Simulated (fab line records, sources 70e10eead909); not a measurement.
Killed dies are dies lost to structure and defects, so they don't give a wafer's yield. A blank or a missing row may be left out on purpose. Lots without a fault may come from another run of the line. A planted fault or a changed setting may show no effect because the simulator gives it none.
fab line records | flow nand_harc
record lots=12 wafers=36 last_day=24
route steps=1159 shown P_M1@301 P_M2@323 END@1159
lots that met no fault: from a run of the same line without faults
start_h: hours from the record's first day to the start of the lot's first wafer shown | wait_h: hours since the lot's step before | " the same as in the row above | L1.1+2: a row that stands for several wafers | - no value, or no start given | * or withheld: withheld | < > ~ a bound
route shown NAME@n: a module of which the file shows steps, and the number in the route of the first | usual: mean/standard deviation of fault-free wafers | same: alike in all rows | chamber/n: place in a boat | sites: the reading at each site | _std_site: their standard deviation | _edge_site: outer sites' mean less inner sites' | radius_mm: how far each site lies from the wafer's centre | mask NAME#n: copy n | behind: the tool/chamber that last shaped the wafer | hold: why the lot was held/for how many hours/how that ended | device: the transistor (n, p or np) that didn't switch | end of line: the same wafers' tests at the end of the route | a step without rows: its recipe alone | killed: dies lost to structure and defects at the first sort, not the wafer's yield | map: a wafer's dies, x killed, . not, _ none there
set.NAME: the setting as run; set.NAME@STEP: as run at that earlier step | model.NAME: the simulator's own value behind a step, which no gauge read
steps of the route over a sample of lots; a table a step, a row a wafer
services: from which hour (start_h, from the record's first day; less than 0 if before it) a tool's chamber was out of use, for how many hours, and why
## steps
# step NHARC_P_M1_CD_MEAS_16
# usual cd_nm=129.5/0.81
# columns lot.wafer tool chamber start_h wait_h cd_nm
L870.1 cd_sem-01 - 123.23 - 128.9
L870.2 " - " " 128.2
L870.3 " - " " 129.1
L871.2 cd_sem-02 - 133.84 - 130.3
L871.3 " - " " 128.9
L871.5 " - " " 129.3
L873.2 cd_sem-03 - 134.84 - 128.8
L873.3 " - " " 128.0
L873.5 " - " " 127.7
L878.1 cd_sem-01 - 167.32 - 128.8
L878.4 " - " " 129.1
L878.5 " - " " 130.5
L879.1 cd_sem-02 - 173.49 - 129.9
L879.5 " - " " 129.7
L879.6 " - " " 130.2
L884.3 cd_sem-03 - 217.42 0.1 129.4
L884.5 " - " " 130.1
L884.6 " - " " 130.0
L885.2 cd_sem-02 - 219.29 0.2 129.1
L885.3 " - " " 129.3
L885.5 " - " " 129.8
L889.1 cd_sem-03 - 228.85 - 130.4
L889.3 " - " " 129.3
L889.6 " - " " 129.3
L890.2 cd_sem-03 - 240.17 - 131.0
L890.3 " - " " 130.6
L890.4 " - " " 129.4
L891.3 cd_sem-01 - 251.17 - 129.7
L891.5 " - " " 129.4
L891.6 " - " " 129.8
L892.1 cd_sem-01 - 252.08 - 130.1
L892.5 " - " " 129.9
L892.6 " - " " 130.4
L893.1 cd_sem-03 - 257.07 - 128.7
L893.2 " - " " 130.0
L893.3 " - " " 127.9
# step NHARC_P_M1_DEGAS_29
# recipe temp_c=250 time_s=60
# usual heater_power_w=340/35
# columns lot.wafer tool chamber start_h wait_h heater_power_w
L870.2 pvd_sputter-02 - 123.96 - 318
L870.1 " - " " 310
L870.3 " - " " 384
L871.2 pvd_sputter-01 - 134.56 - 359
L871.3 " - " " 304
L871.5 " - " " 363
L873.3 pvd_sputter-01 - 135.57 - 301
L873.2 " - " " 303
L873.5 " - " " 350
L878.4 pvd_sputter-02 - 168.04 - 396
L878.1 " - " " 318
L878.5 " - " " 317
L879.1 pvd_sputter-01 - 174.21 - 326
L879.5 " - " " 285
L879.6 " - " " 313
L884.3 pvd_sputter-03 - 218.13 - 310
L884.5 " - " " 316
L884.6 " - " " 351
L885.2 pvd_sputter-03 - 220.06 - 318
L885.3 " - " " 392
L885.5 " - " " 321
L889.3 pvd_sputter-01 - 229.56 - 324
L889.1 " - " " 351
L889.6 " - " " 318
L890.2 pvd_sputter-03 - 240.89 - 325
L890.3 " - " " 354
L890.4 " - " " 344
L891.3 pvd_sputter-03 - 251.98 - 378
L891.6 " - " " 404
L891.5 " - " " 323
L892.1 pvd_sputter-01 - 252.80 - 284
L892.6 " - " " 286
L892.5 " - " " 307
L893.3 pvd_sputter-02 - 257.79 - 308
L893.1 " - " " 371
L893.2 " - " " 318
# step NHARC_P_M1_PVD_20
# recipe target_thk_a=50 bias_v=168.6 power_w=15000 chamber_pressure_pa=0.12 time_s=8.06 substrate_temp_c=50 material=TaN
# usual throttle_valve_pct=29.9/1.4
# columns lot.wafer tool chamber start_h wait_h throttle_valve_pct
L870.3 pvd_sputter-02 - - - 28.7
L870.1 " - " " 29.2
L870.2 " - " " 31.1
L871.3 pvd_sputter-01 - - - 27.3
L871.2 " - " " 30.2
L871.5 " - " " 26.9
L873.3 pvd_sputter-01 - - - 29.9
L873.2 " - " " 30.3
L873.5 " - " " 30.2
L878.4 pvd_sputter-02 - - - 28.7
L878.1 " - " " 31.1
L878.5 " - " " 31.0
L879.1 pvd_sputter-01 - - - 31.9
L879.5 " - " " 29.5
L879.6 " - " " 30.4
L884.3 pvd_sputter-03 - - - 30.7
L884.6 " - " " 30.7
L884.5 " - " " 31.0
L885.2 pvd_sputter-03 - - - 31.1
L885.3 " - " " 27.8
L885.5 " - " " 30.8
L889.3 pvd_sputter-01 - - - 27.0
L889.1 " - " " 29.2
L889.6 " - " " 32.0
L890.3 pvd_sputter-03 - - - 31.0
L890.2 " - " " 28.0
L890.4 " - " " 30.8
L891.3 pvd_sputter-03 - - - 30.5
L891.5 " - " " 30.8
L891.6 " - " " 30.5
L892.1 pvd_sputter-01 - - - 29.5
L892.6 " - " " 27.1
L892.5 " - " " 29.3
L893.2 pvd_sputter-02 - - - 29.8
L893.1 " - " " 30.8
L893.3 " - " " 29.6
# step NHARC_P_M2_SOFTBAKE_04
# recipe temp_c=105 time_s=55
# usual heater_power_total_W=188.46/0.13
# columns lot.wafer tool chamber start_h wait_h heater_power_total_W
L870.1 litho_track-04 0 126 - 188.35
L870.2 " 0 " " 188.33
L870.3 " 0 " " 188.45
L871.2 litho_track-06 0 137 - 188.40
L871.3 " 0 " " 188.36
L871.5 " 0 " " 188.45
L873.2 litho_track-01 0 138 - 188.29
L873.3 " 0 " " 188.42
L873.5 " 0 " " 188.40
L878.1 litho_track-01 0 170 - 323.70
L878.4 " 0 " " 322.92
L878.5 " 0 " " 323.03
L879.1 litho_track-01 0 176 - 323.18
L879.5 " 0 " " 323.18
L879.6 " 0 " " 323.06
L884.3 litho_track-06 0 220 - 188.56
L884.5 " 0 " " 188.42
L884.6 " 0 " " 188.63
L885.2 litho_track-06 0 222 - 188.48
L885.3 " 0 " " 188.34
L885.5 " 0 " " 188.54
L889.1 litho_track-06 0 232 - 188.29
L889.3 " 0 " " 188.82
L889.6 " 0 " " 188.36
L890.2 litho_track-06 0 243 - 188.32
L890.3 " 0 " " 188.30
L890.4 " 0 " " 188.45
L891.3 litho_track-01 0 254 - 188.34
L891.5 " 0 " " 188.52
L891.6 " 0 " " 188.68
L892.1 litho_track-01 0 255 - 188.67
L892.5 " 0 " " 188.37
L892.6 " 0 " " 188.41
L893.1 litho_track-04 0 260 - 188.34
L893.2 " 0 " " 188.58
L893.3 " 0 " " 188.46
# step NHARC_END_SORT_01
# recipe temp_c=25
# usual defect_limited_yield=95.6/1.6 killed_at_array=26/10 killed_at_other=0.5/0.87 killed_at_periphery=3.0/2.5 killed_dies=29/11 killed_open=3.3/1.9 killed_short=1.8/1.5 sort_bin_2_pct=1.3/0.63 sort_bin_3_pct=0.25/0.22 sort_bin_4_pct=2.8/1.1 sort_n_pass=648/11 sort_rim_yield_pct=96.5/2.6 sort_yield_pct=95.6/1.6
# same gross_dies=677 sort_bin_5_pct[%]=0 sort_bin_6_pct[%]=0 sort_bin_7_pct[%]=0 sort_bin_8_pct[%]=0 sort_rim_n_gross=106.00
# columns lot.wafer tool chamber start_h wait_h defect_limited_yield[%] killed_at_array killed_at_other killed_at_periphery killed_dies killed_open killed_short sort_bin_2_pct[%] sort_bin_3_pct[%] sort_bin_4_pct[%] sort_n_pass sort_rim_yield_pct[%] sort_yield_pct[%]
L871.2 prober-01 0 461.14 2.8 96.6 22 1 0 23 1 1 1.2 0.15 2.1 654 98.1 96.6
L871.3 prober-01 0 461.94 3.1 93.9 40 1 0 41 7 3 0.9 0 5.2 636 97.2 93.9
L871.5 prober-01 0 463.53 3.7 96.6 20 0 3 23 5 1 0.7 0.15 2.5 654 97.2 96.6
L879.1 prober-01 0 491.30 2.5 96.3 22 0 3 25 2 2 1.0 0.15 2.5 652 96.2 96.3
L879.5 prober-01 0 494.47 3.7 95.9 21 5 2 28 5 2 1.5 0.44 2.2 649 95.3 95.9
L879.6 prober-01 0 495.27 4.0 95.0 29 0 5 34 3 3 1.9 0.15 3.0 643 97.2 95.0
L878.1 prober-02 0 491.31 2.5 96.3 23 0 2 25 1 6 0.6 0.30 2.8 652 99.1 96.3
L878.4 prober-02 0 493.73 3.4 96.0 27 0 0 27 4 2 1.6 0.15 2.2 650 99.1 96.0
L878.5 prober-02 0 494.53 3.7 96.9 19 0 2 21 3 1 1.0 0 2.1 656 98.1 96.9
L893.1 prober-01 0 582.20 2.5 92.0 52 0 2 54 1 1 1.8 0.44 5.8 623 91.5 92.0
L893.2 prober-01 0 583.00 2.8 94.5 36 0 1 37 0 1 1.3 0.89 3.2 640 91.5 94.5
L893.3 prober-01 0 583.80 3.1 93.1 44 0 3 47 5 3 2.4 0.59 4.0 630 97.2 93.1
# killed by level:class
L871.2 A_CHANNEL_HOLE_D1:chamber_film_flake=7 A_SLIT:chamber_film_flake=6 A_CONTACT:chamber_film_flake=3 A_ZERO_WELL:chamber_film_flake=2 A_WL_FILL:chamber_film_flake=2 A_ONON_D1:geometric_particle:short=1 A_M0:geometric_particle:open=1 THIN_TSV:chamber_film_flake=1
L871.3 A_CHANNEL_HOLE_D1:chamber_film_flake=16 A_SLIT:chamber_film_flake=6 A_WL_FILL:chamber_film_flake=4 A_CONTACT:geometric_particle:open=3 A_CONTACT:geometric_particle:short=2 A_M1:geometric_particle:open=2 A_ZERO_WELL:chamber_film_flake=2 A_CONTACT:chamber_film_flake=2
L871.5 A_CHANNEL_HOLE_D1:chamber_film_flake=7 A_SLIT:chamber_film_flake=5 A_CONTACT:chamber_film_flake=3 A_CONTACT:geometric_particle:open=2 P_GATE:geometric_particle:open=1 P_CONTACT:geometric_particle:short=1 P_CONTACT:geometric_particle:open=1 A_CHANNEL_FILL_D1:geometric_particle:open=1
L879.1 A_SLIT:chamber_film_flake=14 A_CHANNEL_HOLE_D1:chamber_film_flake=3 A_BLC:geometric_particle:short=2 P_CONTACT:geometric_particle:open=1 P_M1:geometric_particle:open=1 P_GATE:chamber_film_flake=1 A_STAIRCASE:chamber_film_flake=1 A_WL_FILL:chamber_film_flake=1
L878.1 A_CHANNEL_HOLE_D1:chamber_film_flake=13 A_CONTACT:chamber_film_flake=3 A_CHANNEL_FILL_D1:geometric_particle:short=2 P_STI:geometric_particle:short=1 P_CONTACT:geometric_particle:short=1 A_WL_FILL:geometric_particle:short=1 A_CONTACT:geometric_particle:open=1 A_CONTACT:geometric_particle:short=1
L878.4 A_CHANNEL_HOLE_D1:chamber_film_flake=17 A_M0:geometric_particle:open=2 A_CONTACT:chamber_film_flake=2 A_CHANNEL_FILL_D1:geometric_particle:open=1 A_WL_FILL:geometric_particle:short=1 A_CONTACT:geometric_particle:open=1 A_CONTACT:geometric_particle:short=1 A_STAIRCASE:chamber_film_flake=1
L879.5 A_SLIT:chamber_film_flake=9 A_CHANNEL_HOLE_D1:chamber_film_flake=3 A_STAIRCASE:chamber_film_flake=3 THIN_TSV:chamber_film_flake=3 STARTING-WAFER:geometric_particle:open=2 P_CONTACT:geometric_particle:short=1 A_CHANNEL_FILL_D1:geometric_particle:open=1 A_SLIT:geometric_particle:open=1
L878.5 A_CHANNEL_HOLE_D1:chamber_film_flake=14 A_WL_FILL:geometric_particle:open=2 P_M0:geometric_particle:open=1 A_SGD_CUT:geometric_particle:short=1 P_STI:chamber_film_flake=1 A_CONTACT:chamber_film_flake=1 A_BONDPAD:chamber_film_flake=1
L879.6 A_SLIT:chamber_film_flake=14 A_CHANNEL_HOLE_D1:chamber_film_flake=7 A_WL_FILL:chamber_film_flake=4 P_STI:chamber_film_flake=2 P_GATE:geometric_particle:short=1 P_M0:geometric_particle:short=1 P_M0:geometric_particle:open=1 A_SOURCE_PLATE:geometric_particle:short=1
L893.1 A_SLIT:chamber_film_flake=20 A_CHANNEL_HOLE_D1:chamber_film_flake=14 A_STAIRCASE:chamber_film_flake=10 A_CONTACT:chamber_film_flake=5 P_CONTACT:geometric_particle:short=1 A_BLC:geometric_particle:open=1 P_GATE:chamber_film_flake=1 A_WL_FILL:chamber_film_flake=1
L893.2 A_SLIT:chamber_film_flake=19 A_CONTACT:chamber_film_flake=8 A_STAIRCASE:chamber_film_flake=5 A_CHANNEL_HOLE_D1:chamber_film_flake=3 A_ONON_D1:geometric_particle:short=1 P_STI:chamber_film_flake=1
L893.3 A_SLIT:chamber_film_flake=20 A_CHANNEL_HOLE_D1:chamber_film_flake=7 A_STAIRCASE:chamber_film_flake=6 A_CONTACT:chamber_film_flake=4 P_GATE:geometric_particle:short=1 P_M0:geometric_particle:open=1 P_M1:geometric_particle:open=1 A_CHANNEL_FILL_D1:geometric_particle:open=1
## services
# columns tool chamber start_h hours kind
pvd_sputter-03 - 102.00 10.0 pm
litho_track-06 - 117.00 7.0 pm
pvd_sputter-02 - 124.96 1.4 repair
pvd_sputter-01 - 131.36 2.0 repair
litho_track-04 - 141.00 7.0 pm
pvd_sputter-01 - 143.99 1.0 repair
pvd_sputter-01 - 158.07 10.0 pm
pvd_sputter-02 - 182.51 2.1 repair
pvd_sputter-02 - 192.38 2.9 repair
pvd_sputter-02 - 215.40 10.0 pm
pvd_sputter-01 - 217.98 2.5 repair
## key
first_sign step=NHARC_P_M2_SOFTBAKE_04 reading=heater_power_total_W direction=up sigmas=99+ usual=* struck=*
effect none on later readings
met_at NHARC_P_M2_SOFTBAKE_04
struck_lots L878,L879
not_acting_at NHARC_P_M1_CD_MEAS_16,NHARC_P_M1_DEGAS_29,NHARC_P_M1_PVD_20
onset_between 138 170
fault kind=process_parameter_drift tool=litho_track-01 chamber=- onset_h=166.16 steps=NHARC_P_M2_SOFTBAKE_04 channel=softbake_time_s offset=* shape=step end_h=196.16 acts_in=* stated=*
